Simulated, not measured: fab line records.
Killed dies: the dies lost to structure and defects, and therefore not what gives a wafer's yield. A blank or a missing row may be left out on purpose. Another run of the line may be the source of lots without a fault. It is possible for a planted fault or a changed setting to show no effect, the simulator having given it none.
fab line records :: flow n5_finfet
record
  lots=4
  wafers=12
  last_day=17
route steps=1938 shown DUMMY_GATE@229 SPACER0@258 SD_EPI_N@262 SD_EPI_P@329 PASSIVATION@1936
lots untouched by any fault: they come from a run of this same line in which no faults occurred
start_h: the number of hours between the record's first day and the start of the first shown wafer of the lot :: wait_h: time in hours since the lot's previous step :: " identical to the entry in the row above :: L1.1+2: one row covering several wafers at once :: - no value, or no start was given :: * or withheld: withheld :: < > ~ a bound
route shown NAME@n: NAME is a module with steps in the file, n the number in the route of the first one :: usual: mean/standard deviation taken from wafers without a fault :: same: alike in all rows :: chamber/n: place in a boat :: sites: each site's reading :: _std_site: how widely they spread, as a standard deviation :: _edge_site: outer sites' mean less inner sites' :: radius_mm: for every site, how far away it sits from the centre of the wafer :: mask NAME#n: copy n :: behind: the last tool/chamber to shape the wafer :: hold: cause of the lot's hold/its duration in hours/its outcome :: device: which transistor (n, p or np) failed to switch :: end of line: the tests these same wafers got at the end of their route :: a step with no rows: only its recipe :: killed: at the first sort, the dies lost to defects and structure; wafer yield is something else :: map: the dies of a wafer, with x for killed, . for not killed, _ for no die there
set.NAME: the setting as run; set.NAME@STEP: as run at that earlier step :: model.NAME: the simulator's own value behind a step, which no gauge read
certain route steps with their lots: each step a table, each wafer a row
services: from which hour (start_h, from the record's first day; less than 0 if before it) a tool's chamber was out of use, for how many hours, and why
## steps
# step N5_DUMMY_GATE_PEB_13
# recipe
  peb_temp_c=100
  peb_time_s=60
  resist=CAR-EUV
# step N5_DUMMY_GATE_DEVELOP_14
# recipe
  develop_time_s=30
  developer=TMAH
  resist=CAR-EUV
  rinse_liquid=surfactant_rinse
  dry=air_spin
  dev_temp_c=23
# step N5_DUMMY_GATE_DESCUM_20
# recipe
  chemistry=O2
  time_s=6.2
  source_power_w=50
  bias_power_w=20
  pressure_mtorr=20
  rf_frequency_hz=2.712e+07
  temp_c=40
  resist=CAR-EUV
  o2_flow_sccm=225
# step N5_DUMMY_GATE_ETCH_29
# recipe
  chemistry=N2/H2
  target=underlayer
  target_depth_a=130
  ion_energy_ev=200
  pressure_mtorr=30
  source_w=840
  bias_w=150
  n2_flow_sccm=200
  h2_flow_sccm=200
# step N5_DUMMY_GATE_ETCH_36
# recipe
  chemistry=CF4
  target=SiARC
  target_depth_a=130
  pressure_mtorr=40
  source_w=545
  bias_w=36
  Ar_flow_sccm=100
  cf4_flow_sccm=100
  ion_energy_ev=80
# step N5_DUMMY_GATE_ETCH_37
# recipe
  chemistry=N2/H2
  target=SOC
  target_depth_a=600
  overetch_a=300
  temp_c=40
  ion_energy_ev=200
  pressure_mtorr=30
  source_w=840
  bias_w=150
  n2_flow_sccm=200
  h2_flow_sccm=200
# step N5_DUMMY_GATE_STRIP_38
# recipe
  chemistry=N2/H2
  temp_c=40
  n2_flow_sccm=200
  h2_flow_sccm=200
  rf_frequency_hz=6e+07
# step N5_DUMMY_GATE_STRIP_39
# recipe
  chemistry=N2/H2
  temp_c=40
  n2_flow_sccm=200
  h2_flow_sccm=200
  rf_frequency_hz=6e+07
# step N5_DUMMY_GATE_TRIM_49
# recipe
  chemistry=O2
  resist=SOC
  time_s=29
  target_cd_nm=14
  source_power_w=300
  bias_power_w=0
  O2_flow_sccm=100
  temp_c=20
# step N5_DUMMY_GATE_STRIP_40
# recipe
  chemistry=CF4
  resist=SiARC
  power_w=300
  bias_power_w=75
  pressure_mtorr=50
  cf4_flow_sccm=150
  rf_frequency_hz=6e+07
# usual
  drypump_motor_current_A=5.6/0.42
  oes_product_au=0.74/0.04
  power_w=300.1/0.91
  rf_vpp_V=270.9/1.4
  showerhead_plenum_p_Torr=1.79/0.057
  throttle_valve_pct=13.80/0.28
lot.wafer: L114.2
tool: rie_diel-03
chamber: 2
start_h: 91.38
wait_h: 0.1
drypump_motor_current_A: 5.9
oes_product_au: 0.72
power_w: 299.7
rf_hours_counter_h: 226
rf_vpp_V: 271.0
showerhead_plenum_p_Torr: 1.79
throttle_valve_pct: 14.23

lot.wafer: L114.3
tool: rie_diel-03
chamber: 0
start_h: 91.38
wait_h: 0.1
drypump_motor_current_A: 5.4
oes_product_au: 0.76
power_w: 299.2
rf_hours_counter_h: 161
rf_vpp_V: 273.1
showerhead_plenum_p_Torr: 1.89
throttle_valve_pct: 14.00

lot.wafer: L114.4
tool: rie_diel-03
chamber: 1
start_h: 91.38
wait_h: 0.1
drypump_motor_current_A: 5.1
oes_product_au: 0.68
power_w: 300.0
rf_hours_counter_h: 201
rf_vpp_V: 271.6
showerhead_plenum_p_Torr: 1.79
throttle_valve_pct: 14.04

lot.wafer: L119.2
tool: rie_diel-03
chamber: 3
start_h: 122.42
wait_h: 0.1
drypump_motor_current_A: 5.2
oes_product_au: 0.77
power_w: 300.0
rf_hours_counter_h: 133
rf_vpp_V: 270.0
showerhead_plenum_p_Torr: 1.74
throttle_valve_pct: 13.75

lot.wafer: L119.4
tool: rie_diel-03
chamber: 1
start_h: 122.42
wait_h: 0.1
drypump_motor_current_A: 5.1
oes_product_au: 0.68
power_w: 300.5
rf_hours_counter_h: 213
rf_vpp_V: 269.7
showerhead_plenum_p_Torr: 1.78
throttle_valve_pct: 14.10

lot.wafer: L119.6
tool: rie_diel-03
chamber: 3
start_h: 122.42
wait_h: 0.1
drypump_motor_current_A: 5.2
oes_product_au: 0.77
power_w: 300.4
rf_hours_counter_h: -
rf_vpp_V: 270.0
showerhead_plenum_p_Torr: 1.74
throttle_valve_pct: 13.75

lot.wafer: L120.1
tool: rie_diel-03
chamber: 0
start_h: 131.39
wait_h: 0.1
drypump_motor_current_A: 5.4
oes_product_au: 0.74
power_w: 301.1
rf_hours_counter_h: 175
rf_vpp_V: 270.8
showerhead_plenum_p_Torr: 1.88
throttle_valve_pct: 14.02

lot.wafer: L120.2
tool: rie_diel-03
chamber: 2
start_h: 131.39
wait_h: 0.1
drypump_motor_current_A: 5.8
oes_product_au: 0.70
power_w: 300.4
rf_hours_counter_h: 241
rf_vpp_V: 271.8
showerhead_plenum_p_Torr: 1.79
throttle_valve_pct: 14.27

lot.wafer: L120.6
tool: rie_diel-03
chamber: 3
start_h: 131.39
wait_h: 0.1
drypump_motor_current_A: 5.2
oes_product_au: 0.76
power_w: 300.0
rf_hours_counter_h: -
rf_vpp_V: 269.5
showerhead_plenum_p_Torr: 1.74
throttle_valve_pct: 13.75

lot.wafer: L129.3
tool: rie_diel-01
chamber: 3
start_h: 178.92
wait_h: 0.1
drypump_motor_current_A: 6.0
oes_product_au: 0.71
power_w: 300.4
rf_hours_counter_h: 197
rf_vpp_V: 269.3
showerhead_plenum_p_Torr: 1.71
throttle_valve_pct: 14.07

lot.wafer: L129.4
tool: rie_diel-01
chamber: 2
start_h: 178.92
wait_h: 0.1
drypump_motor_current_A: 6.1
oes_product_au: 0.74
power_w: 300.0
rf_hours_counter_h: 154
rf_vpp_V: 271.7
showerhead_plenum_p_Torr: 1.86
throttle_valve_pct: 13.48

lot.wafer: L129.5
tool: rie_diel-01
chamber: 1
start_h: 178.92
wait_h: 0.1
drypump_motor_current_A: 5.3
oes_product_au: 0.74
power_w: 299.2
rf_hours_counter_h: -
rf_vpp_V: 270.1
showerhead_plenum_p_Torr: 1.71
throttle_valve_pct: 13.72
# step N5_DUMMY_GATE_ETCH_31
# recipe
  chemistry=C4F6/O2
  target=SiO2
  mask_material=SOC
  target_depth_a=825
  time_s=27.5
  ion_energy_ev=250
  pressure_mtorr=30
  source_w=345
  bias_w=185
  Ar_flow_sccm=300
  C4F6_flow_sccm=10
  O2_flow_sccm=10
# step N5_DUMMY_GATE_STRIP_41
# recipe
  chemistry=O2
  power_w=400
  temp_c=40
  pressure_mtorr=30
  rf_frequency_hz=6e+07
  bias_power_w=0
  overash_fraction=0.3
  o2_flow_sccm=225
# step N5_DUMMY_GATE_HM_OPEN_21
# recipe
  chemistry=CH3F/O2
  target=SiNx
  target_depth_a=1200
  Ar_flow_sccm=150
  CH3F_flow_sccm=30
  O2_flow_sccm=23
  time_s=171.4
  pressure_mtorr=30
  source_w=395
  bias_w=73
  ion_energy_ev=120.7
# step N5_DUMMY_GATE_ETCH_32
# recipe
  chemistry=CF4
  target=SiO2
  target_depth_a=35
  time_s=3.9
  ion_energy_ev=350
  pressure_mtorr=10
  icp_w=800
  bias_w=400
  cf4_flow_sccm=80
# step N5_DUMMY_GATE_ETCH_23
# recipe
  chemistry=HBr/Cl2/O2
  HBr_flow_sccm=150
  Cl2_flow_sccm=80
  O2_flow_sccm=12
  bias_w=102
  target_depth_a=410
  time_s=22.3
  target=poly-Si
  mask_material=SiO2
  pressure_mtorr=10
  icp_w=800
# step N5_DUMMY_GATE_ETCH_44
# recipe
  chemistry=HBr/O2
  over_etch_frac=0.7
  target_depth_a=1275
  stop_on=SiO2
  ion_energy_ev=60
  bias_w=20
  target=poly-Si
  mask_material=SiO2
  pressure_mtorr=20
  icp_w=400
  HBr_flow_sccm=120
  O2_flow_sccm=10
# step N5_DUMMY_GATE_ETCH_42
# recipe
  chemistry=CHF3/O2
  target=SiO2
  target_depth_a=35
  time_s=31
  ion_energy_ev=30
  bias_w=12
  pressure_mtorr=30
  source_w=600
  Ar_flow_sccm=200
  CHF3_flow_sccm=50
  O2_flow_sccm=5
# step N5_DUMMY_GATE_STRIP_48
# recipe
  chemistry=N2/H2
  time_s=20
  power_w=100
  temp_c=40
  pressure_mtorr=100
  rf_frequency_hz=6e+07
  bias_power_w=3
  n2_flow_sccm=300
  h2_flow_sccm=300
# step N5_DUMMY_GATE_PRECLEAN_33
# recipe
  chemistry=dHF
  time_s=10
  dilution=750:1
  temp_c=25
# step N5_DUMMY_GATE_PRECLEAN_25
# recipe
  chemistry=O3/DIW
  time_s=45
  temp_c=22
  o3_ppm=10
# step N5_DUMMY_GATE_PRECLEAN_51
# recipe
  chemistry=SC2
  time_s=45
  temp_c=35
  mix=1:1:50
# step N5_DUMMY_GATE_SRD_26
# recipe
  dry=ipa_marangoni
  time_s=30
  temp_c=23
  rinse_liquid=diw
# step N5_DUMMY_GATE_UV_OZONE_45
# recipe
  time_s=120
  pressure_torr=760
  temp_c=25
# step N5_DUMMY_GATE_INSPECT_27
# recipe
  inspect_instrument=brightfield
  mode=aei
# usual
  raw_defect_count=292/72
lot.wafer: L114.2
tool: defect_inspect-02
chamber: -
start_h: 92.21
wait_h: 0.0
raw_defect_count: 292

lot.wafer: L114.3
tool: defect_inspect-02
chamber: -
start_h: 92.21
wait_h: 0.0
raw_defect_count: 361

lot.wafer: L114.4
tool: defect_inspect-02
chamber: -
start_h: 92.21
wait_h: 0.0
raw_defect_count: 202

lot.wafer: L119.2
tool: defect_inspect-01
chamber: -
start_h: 123.25
wait_h: 0.0
raw_defect_count: 872

lot.wafer: L119.4
tool: defect_inspect-01
chamber: -
start_h: 123.25
wait_h: 0.0
raw_defect_count: 830

lot.wafer: L119.6
tool: defect_inspect-01
chamber: -
start_h: 123.25
wait_h: 0.0
raw_defect_count: 760

lot.wafer: L120.1
tool: defect_inspect-01
chamber: -
start_h: 132.22
wait_h: 0.0
raw_defect_count: 884

lot.wafer: L120.2
tool: defect_inspect-01
chamber: -
start_h: 132.22
wait_h: 0.0
raw_defect_count: 815

lot.wafer: L120.6
tool: defect_inspect-01
chamber: -
start_h: 132.22
wait_h: 0.0
raw_defect_count: 992

lot.wafer: L129.3
tool: defect_inspect-02
chamber: -
start_h: 179.75
wait_h: 0.0
raw_defect_count: 311

lot.wafer: L129.4
tool: defect_inspect-02
chamber: -
start_h: 179.75
wait_h: 0.0
raw_defect_count: 262

lot.wafer: L129.5
tool: defect_inspect-02
chamber: -
start_h: 179.75
wait_h: 0.0
raw_defect_count: 244
# step N5_SPACER0_ALD_07
# recipe
  material=SiNx
  target_thk_a=20
  temp_c=400
  ald_precursor_family=SiH2I2
  ald_co_reactant=N2/H2-plasma
  pressure_torr=2
# step N5_SPACER0_ALD_00
# recipe
  material=SiOCN
  target_thk_a=35
  temp_c=400
  ald_precursor_family=alkyl-aminosilane
  ald_co_reactant=O2/N2-plasma
  pulse_time_s=3
  purge_time_s=2
  co_reactant_purge_time_s=2
  ald_cycles=58
  pressure_torr=2
# step N5_SPACER0_ALD_08
# recipe
  material=SiNx
  target_thk_a=20
  temp_c=400
  ald_precursor_family=SiH2I2
  ald_co_reactant=N2/H2-plasma
  pressure_torr=2
# step N5_SPACER0_INSPECT_04
# recipe
  inspect_instrument=darkfield
  mode=post_dep
# usual
  raw_defect_count=140/35
lot.wafer: L114.2
tool: defect_inspect-01
chamber: -
start_h: 92.88
wait_h: 0.1
raw_defect_count: 172

lot.wafer: L114.3
tool: defect_inspect-01
chamber: -
start_h: 92.88
wait_h: 0.1
raw_defect_count: 164

lot.wafer: L114.4
tool: defect_inspect-01
chamber: -
start_h: 92.88
wait_h: 0.1
raw_defect_count: 129

lot.wafer: L119.2
tool: defect_inspect-01
chamber: -
start_h: 123.85
wait_h: 0.1
raw_defect_count: 710

lot.wafer: L119.4
tool: defect_inspect-01
chamber: -
start_h: 123.85
wait_h: 0.1
raw_defect_count: 703

lot.wafer: L119.6
tool: defect_inspect-01
chamber: -
start_h: 123.85
wait_h: 0.1
raw_defect_count: 675

lot.wafer: L120.1
tool: defect_inspect-02
chamber: -
start_h: 132.83
wait_h: 0.1
raw_defect_count: 712

lot.wafer: L120.2
tool: defect_inspect-02
chamber: -
start_h: 132.83
wait_h: 0.1
raw_defect_count: 679

lot.wafer: L120.6
tool: defect_inspect-02
chamber: -
start_h: 132.83
wait_h: 0.1
raw_defect_count: 722

lot.wafer: L129.3
tool: defect_inspect-02
chamber: -
start_h: 180.45
wait_h: 0.1
raw_defect_count: 126

lot.wafer: L129.4
tool: defect_inspect-02
chamber: -
start_h: 180.45
wait_h: 0.1
raw_defect_count: 100

lot.wafer: L129.5
tool: defect_inspect-02
chamber: -
start_h: 180.45
wait_h: 0.1
raw_defect_count: 119
# step N5_SD_EPI_N_COAT_32
# recipe
  resist=SOC
  temp_c=250
  time_s=60
  spin_rpm=1500
  resist_thk_nm=350
# step N5_SD_EPI_N_COAT_33
# recipe
  resist=SiARC
  temp_c=220
  time_s=60
  spin_rpm=1500
  resist_thk_nm=35
# step N5_SD_EPI_N_COAT_03
# recipe
  resist=CAR-ArF-block
  spin_rpm=1500
  resist_thk_nm=150
# step N5_SD_EPI_N_EBR_05
# recipe
  solvent=PGMEA
  ebr_width_mm=1.5
# step N5_SD_EPI_N_SOFTBAKE_04
# recipe
  temp_c=110
  time_s=60
  resist=CAR-ArF-block
# step N5_SD_EPI_N_EXPOSE_06
# recipe
  mask_id=SD_N_BLK
  na=1.35
  source_shape=conventional
  sigma_outer=0.8
  polarization=unpolarized
  target_cd_nm=120
  dose_mj=39.75
# step N5_SD_EPI_N_PEB_07
# recipe
  peb_temp_c=110
  peb_time_s=60
  resist=CAR-ArF-block
# step N5_SD_EPI_N_DEVELOP_08
# recipe
  develop_time_s=30
  developer=TMAH
  resist=CAR-ArF-block
  dev_temp_c=23
  rinse_liquid=diw
  dry=air_spin
# step N5_SD_EPI_N_INSPECT_11
# recipe
  mode=adi
  inspect_instrument=macro
# usual
  raw_defect_count=2.0/1.5
lot.wafer: L114.2
tool: defect_inspect-01
chamber: -
start_h: 93.33
wait_h: 0.0
raw_defect_count: 3

lot.wafer: L114.3
tool: defect_inspect-01
chamber: -
start_h: 93.33
wait_h: 0.0
raw_defect_count: 3

lot.wafer: L114.4
tool: defect_inspect-01
chamber: -
start_h: 93.33
wait_h: 0.0
raw_defect_count: 2

lot.wafer: L119.2
tool: defect_inspect-02
chamber: -
start_h: 124.31
wait_h: 0.0
raw_defect_count: >300

lot.wafer: L119.4
tool: defect_inspect-02
chamber: -
start_h: 124.31
wait_h: 0.0
raw_defect_count: >300

lot.wafer: L119.6
tool: defect_inspect-02
chamber: -
start_h: 124.31
wait_h: 0.0
raw_defect_count: >300

lot.wafer: L120.1
tool: defect_inspect-02
chamber: -
start_h: 133.28
wait_h: 0.0
raw_defect_count: >300

lot.wafer: L120.2
tool: defect_inspect-02
chamber: -
start_h: 133.28
wait_h: 0.0
raw_defect_count: >300

lot.wafer: L120.6
tool: defect_inspect-02
chamber: -
start_h: 133.28
wait_h: 0.0
raw_defect_count: >300

lot.wafer: L129.3
tool: defect_inspect-01
chamber: -
start_h: 180.90
wait_h: 0.0
raw_defect_count: 1

lot.wafer: L129.4
tool: defect_inspect-01
chamber: -
start_h: 180.90
wait_h: 0.0
raw_defect_count: 0

lot.wafer: L129.5
tool: defect_inspect-01
chamber: -
start_h: 180.90
wait_h: 0.0
raw_defect_count: 3
# step N5_SD_EPI_N_INSPECT_26
# recipe
  inspect_instrument=darkfield
  mode=post_epi
# usual
  raw_defect_count=202/42
lot.wafer: L114.2
tool: defect_inspect-02
chamber: -
start_h: 97.41
wait_h: 0.1
raw_defect_count: 310

lot.wafer: L114.3
tool: defect_inspect-02
chamber: -
start_h: 97.41
wait_h: 0.1
raw_defect_count: 223

lot.wafer: L114.4
tool: defect_inspect-02
chamber: -
start_h: 97.41
wait_h: 0.1
raw_defect_count: 223

lot.wafer: L119.2
tool: defect_inspect-01
chamber: -
start_h: 128.62
wait_h: 0.1
raw_defect_count: 766

lot.wafer: L119.4
tool: defect_inspect-01
chamber: -
start_h: 128.62
wait_h: 0.1
raw_defect_count: 769

lot.wafer: L119.6
tool: defect_inspect-01
chamber: -
start_h: 128.62
wait_h: 0.1
raw_defect_count: 717

lot.wafer: L120.1
tool: defect_inspect-02
chamber: -
start_h: 137.61
wait_h: 0.1
raw_defect_count: 816

lot.wafer: L120.2
tool: defect_inspect-02
chamber: -
start_h: 137.61
wait_h: 0.1
raw_defect_count: 742

lot.wafer: L120.6
tool: defect_inspect-02
chamber: -
start_h: 137.61
wait_h: 0.1
raw_defect_count: 814

lot.wafer: L129.3
tool: defect_inspect-02
chamber: -
start_h: 186.70
wait_h: 0.1
raw_defect_count: 153

lot.wafer: L129.4
tool: defect_inspect-02
chamber: -
start_h: 186.70
wait_h: 0.1
raw_defect_count: 154

lot.wafer: L129.5
tool: defect_inspect-02
chamber: -
start_h: 186.70
wait_h: 0.1
raw_defect_count: 138
# step N5_SD_EPI_P_INSPECT_26
# recipe
  inspect_instrument=darkfield
  mode=post_epi
# usual
  raw_defect_count=173/35
lot.wafer: L114.2
tool: defect_inspect-02
chamber: -
start_h: 101.62
wait_h: 0.0
raw_defect_count: 170

lot.wafer: L114.3
tool: defect_inspect-02
chamber: -
start_h: 101.62
wait_h: 0.0
raw_defect_count: 177

lot.wafer: L114.4
tool: defect_inspect-02
chamber: -
start_h: 101.62
wait_h: 0.0
raw_defect_count: 157

lot.wafer: L119.2
tool: defect_inspect-01
chamber: -
start_h: 132.83
wait_h: 0.0
raw_defect_count: 755

lot.wafer: L119.4
tool: defect_inspect-01
chamber: -
start_h: 132.83
wait_h: 0.0
raw_defect_count: 743

lot.wafer: L119.6
tool: defect_inspect-01
chamber: -
start_h: 132.83
wait_h: 0.0
raw_defect_count: 710

lot.wafer: L120.1
tool: defect_inspect-01
chamber: -
start_h: 141.84
wait_h: 0.0
raw_defect_count: 798

lot.wafer: L120.2
tool: defect_inspect-01
chamber: -
start_h: 141.84
wait_h: 0.0
raw_defect_count: 718

lot.wafer: L120.6
tool: defect_inspect-01
chamber: -
start_h: 141.84
wait_h: 0.0
raw_defect_count: 810

lot.wafer: L129.3
tool: defect_inspect-01
chamber: -
start_h: 190.78
wait_h: 0.0
raw_defect_count: 141

lot.wafer: L129.4
tool: defect_inspect-01
chamber: -
start_h: 190.78
wait_h: 0.0
raw_defect_count: 136

lot.wafer: L129.5
tool: defect_inspect-01
chamber: -
start_h: 190.78
wait_h: 0.0
raw_defect_count: 111
# step N5_PASSIVATION_PROBE_49
# usual
  killed_at_M0_to_M3=33/9.9
  killed_at_M4_up=15/5.6
  killed_at_contacts=13/5.7
  killed_at_front_end=38/12
  killed_at_other=4/3.1
  killed_dies=103/17
  killed_on_rim=13/4
  killed_open=66/13
  killed_short=32/7.8
# same
  gross_dies=1180
  killed_at_back_side=0
lot.wafer: L119.2
tool: prober-01
chamber: -
start_h: 356.44
wait_h: 0.1
killed_at_M0_to_M3: 45
killed_at_M4_up: 11
killed_at_contacts: 19
killed_at_front_end: 157
killed_at_other: 1
killed_dies: 233
killed_on_rim: 29
killed_open: 75
killed_short: 36

lot.wafer: L119.4
tool: prober-01
chamber: -
start_h: 356.54
wait_h: 0.2
killed_at_M0_to_M3: 35
killed_at_M4_up: 11
killed_at_contacts: 18
killed_at_front_end: 158
killed_at_other: 7
killed_dies: 229
killed_on_rim: 16
killed_open: 67
killed_short: 30

lot.wafer: L119.6
tool: prober-01
chamber: -
start_h: 356.64
wait_h: 0.3
killed_at_M0_to_M3: 42
killed_at_M4_up: 8
killed_at_contacts: 15
killed_at_front_end: 145
killed_at_other: 4
killed_dies: 214
killed_on_rim: 31
killed_open: 69
killed_short: 29

lot.wafer: L120.1
tool: prober-02
chamber: -
start_h: 371.59
wait_h: 0.0
killed_at_M0_to_M3: 53
killed_at_M4_up: 18
killed_at_contacts: 10
killed_at_front_end: 119
killed_at_other: 2
killed_dies: 202
killed_on_rim: 37
killed_open: 95
killed_short: 46

lot.wafer: L120.2
tool: prober-02
chamber: -
start_h: 371.64
wait_h: 0.1
killed_at_M0_to_M3: 37
killed_at_M4_up: 12
killed_at_contacts: 13
killed_at_front_end: 184
killed_at_other: 1
killed_dies: 247
killed_on_rim: 27
killed_open: 85
killed_short: 32

lot.wafer: L120.6
tool: prober-02
chamber: -
start_h: 371.84
wait_h: 0.3
killed_at_M0_to_M3: 29
killed_at_M4_up: 15
killed_at_contacts: 23
killed_at_front_end: 153
killed_at_other: 3
killed_dies: 223
killed_on_rim: 25
killed_open: 72
killed_short: 34

lot.wafer: L129.3
tool: prober-02
chamber: -
start_h: 406.25
wait_h: 0.1
killed_at_M0_to_M3: 25
killed_at_M4_up: 11
killed_at_contacts: 15
killed_at_front_end: 23
killed_at_other: 7
killed_dies: 81
killed_on_rim: 13
killed_open: 60
killed_short: 16

lot.wafer: L129.4
tool: prober-02
chamber: -
start_h: 406.30
wait_h: 0.2
killed_at_M0_to_M3: 19
killed_at_M4_up: 17
killed_at_contacts: 12
killed_at_front_end: 22
killed_at_other: 2
killed_dies: 72
killed_on_rim: 6
killed_open: 40
killed_short: 29

lot.wafer: L129.5
tool: prober-02
chamber: -
start_h: 406.35
wait_h: 0.2
killed_at_M0_to_M3: 22
killed_at_M4_up: 13
killed_at_contacts: 13
killed_at_front_end: 36
killed_at_other: 1
killed_dies: 85
killed_on_rim: 16
killed_open: 48
killed_short: 33
# killed by level:class
L119.2 DUMMY_GATE:unspecified=121 BEOL_M1:geometric_particle:open=14 MOL_CONTACT_COAG:geometric_particle:open=13 FIN_SAQP:geometric_particle:open=8 BEOL_M0_SAQP:geometric_particle:open=7 STI_FIN_REVEAL:geometric_particle:open=7 BEOL_M0_SAQP:geometric_particle:short=7 MOL_CONTACT_COAG:geometric_particle:short=6
L119.4 DUMMY_GATE:unspecified=127 MOL_CONTACT_COAG:geometric_particle:open=14 BEOL_M3:geometric_particle:open=10 BEOL_M1:geometric_particle:open=8 STI_FIN_REVEAL:geometric_particle:open=7 FIN_SAQP:geometric_particle:short=6 FIN_SAQP:geometric_particle:open=6 STARTING-WAFER:geometric_particle:short=5
L119.6 DUMMY_GATE:unspecified=111 BEOL_M2:geometric_particle:open=17 MOL_CONTACT_COAG:geometric_particle:open=13 GATE_CUT:geometric_particle:short=6 FIN_SAQP:geometric_particle:open=5 BEOL_M0_SAQP:geometric_particle:short=5 BEOL_M0_SAQP:geometric_particle:open=5 BEOL_M3:geometric_particle:open=5
L120.1 DUMMY_GATE:unspecified=59 BEOL_M0_SAQP:geometric_particle:open=20 BEOL_M0_SAQP:geometric_particle:short=20 FIN_SAQP:geometric_particle:open=19 STI_FIN_REVEAL:geometric_particle:open=15 BEOL_M4:geometric_particle:open=11 BEOL_M2:geometric_particle:open=8 GATE_CUT:geometric_particle:short=7
L120.2 DUMMY_GATE:unspecified=127 STI_FIN_REVEAL:geometric_particle:open=26 BEOL_M0_SAQP:geometric_particle:open=17 MOL_CONTACT_COAG:geometric_particle:open=11 BEOL_M0_SAQP:geometric_particle:short=9 FIN_SAQP:geometric_particle:open=8 GATE_CUT:geometric_particle:short=6 BEOL_M1:geometric_particle:short=5
L120.6 DUMMY_GATE:unspecified=115 MOL_CONTACT_COAG:geometric_particle:open=19 BEOL_M0_SAQP:geometric_particle:open=12 BEOL_M0_SAQP:geometric_particle:short=7 FIN_SAQP:geometric_particle:open=6 STI_FIN_REVEAL:geometric_particle:open=5 BEOL_M4:geometric_particle:open=5 FIN_SAQP:geometric_particle:short=4
L129.3 MOL_CONTACT_COAG:geometric_particle:open=13 STI_FIN_REVEAL:geometric_particle:open=9 BEOL_M2:geometric_particle:open=9 BEOL_M4:geometric_particle:open=8 BEOL_M1:geometric_particle:open=7 MIM_TOP:geometric_particle:short=4 BEOL_M0_SAQP:geometric_particle:open=3 BEOL_M6:geometric_particle:open=3
L129.4 BEOL_M2:geometric_particle:open=7 MOL_CONTACT_COAG:geometric_particle:open=7 GATE_CUT:geometric_particle:short=6 FIN_SAQP:geometric_particle:short=5 MOL_CONTACT_COAG:geometric_particle:short=5 BEOL_M0_SAQP:geometric_particle:short=4 BEOL_M5:geometric_particle:open=4 STI_FIN_REVEAL:geometric_particle:open=3
L129.5 MOL_CONTACT_COAG:geometric_particle:open=10 FIN_SAQP:geometric_particle:open=7 STI_FIN_REVEAL:geometric_particle:open=6 BEOL_M2:geometric_particle:open=6 STARTING-WAFER:geometric_particle:short=5 FIN_SAQP:geometric_particle:short=4 BEOL_M0_SAQP:geometric_particle:short=4 BEOL_M0_SAQP:geometric_particle:open=4
# map L119.2 (x killed, . not)
_________________.x......x...________________
______________x...x.x.......x..._____________
___________....................x...__________
__________............x..........x.._________
________.......x.xx.x........x..xxxxxx_______
_______...x.x.........x......x.xxxxxxxx______
______..x....x.x..............xxxxxxxxxx_____
_____.......x..xx...........x...xxxxxxxxx____
____.............x.......x...xxxxxxxxxxxxx___
___...................x......xxxxxxxxxxxxxx__
___......x..................xx.xxxxxxxxxxxx__
__....x.......................xxxxxxxxxxxxx._
__........x....x.........x...x..xxxxxxxxxxx._
_.....x............x.x...x.....xxxxxxxxx.x..x
_...xx.............x...........xxx.xxxx.x....
_......x................x......x...xxxxx.....
_...x....x............x.xx....x..x..x.....x..
_....x..........................x........x...
_x..x.......x...x.........................x..
_...x.x...........xx................x..x.....
_x.x...x........x.........x.........x....x...
__.x..........x.x.........x................._
__....x............x..............x.xx......_
___.........x.........x..............x.....__
___...x.......x.x.......x..x..x............__
____.x.x..............x.........x.........___
_____x...........x..........x.x.......x..____
______..........x.............x........._____
_______.....x...........x.......x......______
________.x..x.......................x._______
__________.........................._________
___________........................__________
______________.................._____________
_________________.x...x......________________
# map L120.2 (x killed, . not)
_________________.x....x.....________________
______________..............x..._____________
___________..xx....x........x.x.x..__________
__________.........x.........x......_________
________.........x...x.x..x.........x._______
_______........xxx..x..x....x........x.______
______...........xx.xxxx........x.....x._____
_____....x..x..xxxxxxxxxxxx....x.....x...____
____.x.......x.xxxxxxxxxxx..x.x.x...x.....___
___...x......xxxxxxxxxxxxxx.xxx........x..x__
___...........xxxxxxxxxxxxxx.x.............__
__.........x.xxxxxxxxxxxxxxx................_
__x...........xxxxxxxxxxxxxx.......x...x...._
_x............x.xxxxxxxxx..x....x............
_..............xxxxxxxxxx..x.............x..x
_xx............x.xxxxxxxx....xx...........x..
_..x........x...x...xx.xx....................
_..........x......x.x.x..........x.......x...
_x.............x..............x............xx
_.xxx........x...............................
_....x...........x.....x...........x.........
__....................x...............x.xx.._
__................x.x...xx........x..x....x._
___.xx....x.........................x..x...__
___....................x.....x.............__
____...........x....x....x......x...x.....___
_____....x.........................x.....____
______..x...xx.......x..x.............x._____
_______..x.....x..................x.x..______
________.........x................x..._______
__________.............x............_________
___________..x...............x..x..__________
______________.x.xx...x.......x._____________
_________________....xx..x...________________
## services
tool: rie_diel-03
chamber: 3
start_h: 101.29
hours: 10.9
kind: repair

tool: rie_diel-01
chamber: -
start_h: 109.57
hours: 5.3
kind: repair

tool: rie_diel-01
chamber: 1
start_h: 126.45
hours: 15.1
kind: repair

tool: rie_diel-03
chamber: 3
start_h: 146.00
hours: 3.7
kind: repair

tool: rie_diel-03
chamber: 2
start_h: 173.35
hours: -
kind: clean

tool: rie_diel-03
chamber: 2
start_h: 173.35
hours: -
kind: consumable_replace:focus_ring

tool: rie_diel-03
chamber: 2
start_h: 173.35
hours: 19.9
kind: scheduled_down

tool: rie_diel-03
chamber: 2
start_h: 173.35
hours: 19.9
kind: vent_cycle
## key
first_sign
  step=N5_DUMMY_GATE_INSPECT_27
  reading=raw_defect_count
  direction=up
  sigmas=7.8
  usual=292
  struck=859
effect
  step=N5_SPACER0_INSPECT_04
  reading=raw_defect_count
  direction=up
  sigmas=16
  usual=140
  struck=700
effect
  step=N5_SD_EPI_N_INSPECT_11
  reading=raw_defect_count
  direction=up
  sigmas=99+
  usual=2.0
  struck=>300
effect
  step=N5_SD_EPI_N_INSPECT_26
  reading=raw_defect_count
  direction=up
  sigmas=14
  usual=202
  struck=771
effect
  step=N5_SD_EPI_P_INSPECT_26
  reading=raw_defect_count
  direction=up
  sigmas=17
  usual=173
  struck=756
effect
  step=N5_PASSIVATION_PROBE_49
  reading=killed_at_front_end
  direction=up
  sigmas=9.9
  usual=38
  struck=153
more_kills_born_at
  N5_DUMMY_GATE_STRIP_40@rie_diel-03=660
met_at N5_DUMMY_GATE_STRIP_40
struck_wafers L119.2,L119.4,L119.6,L120.1,L120.2,L120.6
tester_left_out L119,L120
onset_between 91.38 122.42
fault
  kind=chamber_particle_source
  tool=rie_diel-03
  chamber=-
  onset_h=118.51
  steps=N5_DUMMY_GATE_STRIP_40
  rate_per_visit_cm2=0.90162
  end_h=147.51
# tester_left_out: of these lots the tester's yield and bins aren't shown, on N5 and GAA mostly nor the transistor test; their killed dies are dies lost to structure and defects alone, not to doping, threshold or leakage, so they don't give the yield
